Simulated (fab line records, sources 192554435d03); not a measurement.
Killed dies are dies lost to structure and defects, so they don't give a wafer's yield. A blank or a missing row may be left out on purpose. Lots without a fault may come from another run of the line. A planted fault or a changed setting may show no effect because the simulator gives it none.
Chamber matching | flow n5_finfet | N5_ILD0_LINER_00 on ald_sin-01: 4 sister chambers
The step material SiNx, target thk 4 nm, pulse time 1 s, purge time 2 s. 8 wafers are shown with their chamber, then 9 later ones without.

WAFERS WITH THEIR CHAMBER
wafer  | chamber | heater_power_w (W) | chamber_pressure_Torr (Torr)
L074.4 | 0       | 781                | 2.006
L075.2 | 1       | 1054               | 2.002
L081.1 | 1       | 935                | 1.993
L087.5 | 2       | 840                | 1.999
L088.3 | 2       | 857                | 2.001
L089.2 | 3       | 748                | 2.001
L089.3 | 0       | 778                | 2.004
L089.5 | 3       | 734                | 2.007

WAFERS WITHOUT THEIR CHAMBER
wafer  | heater_power_w (W) | chamber_pressure_Torr (Torr)
L090.2 | 869                | 1.990
L090.4 | 759                | 2.006
L090.6 | 851                | 1.998
L091.2 | 964                | 2.002
L091.5 | 859                | 2.005
L091.6 | 736                | 1.997
L093.2 | 732                | 2.001
L093.4 | 874                | 1.999
L093.6 | 741                | 1.996

WHICH CHAMBER EACH WENT THROUGH
wafer  | from the rows above          | in truth
L090.2 | can't be placed: 2 or 1 or 0 | 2
L090.4 | can't be placed: 0 or 3      | 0
L090.6 | can't be placed: 2 or 0      | 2
L091.2 | can't be placed: 1 or 2      | 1
L091.5 | can't be placed: 2 or 0 or 3 | 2
L091.6 | can't be placed: 3 or 0 or 2 | 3
L093.2 | can't be placed: 3 or 0 or 2 | 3
L093.4 | 2                            | 2
L093.6 | can't be placed: 3 or 0 or 2 | 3
Placed correctly: 1 of 9. Can't be placed from these rows: 8 (the true chamber is among the candidates in 8). Placed wrongly: 0.
How it was worked out, from the rows above alone: a wafer's distance from a chamber is the root of the sum, over the readings, of the square of ((its reading less the chamber's mean) divided by the reading's scatter). The wafer belongs to the nearest chamber; if the next one is less than 2 further off, it can't be placed. A chamber's mean is the mean of its shown wafers. The scatter: the root of (the sum of the squares of (reading less its chamber's mean) over the shown wafers, divided by (wafers less chambers)).
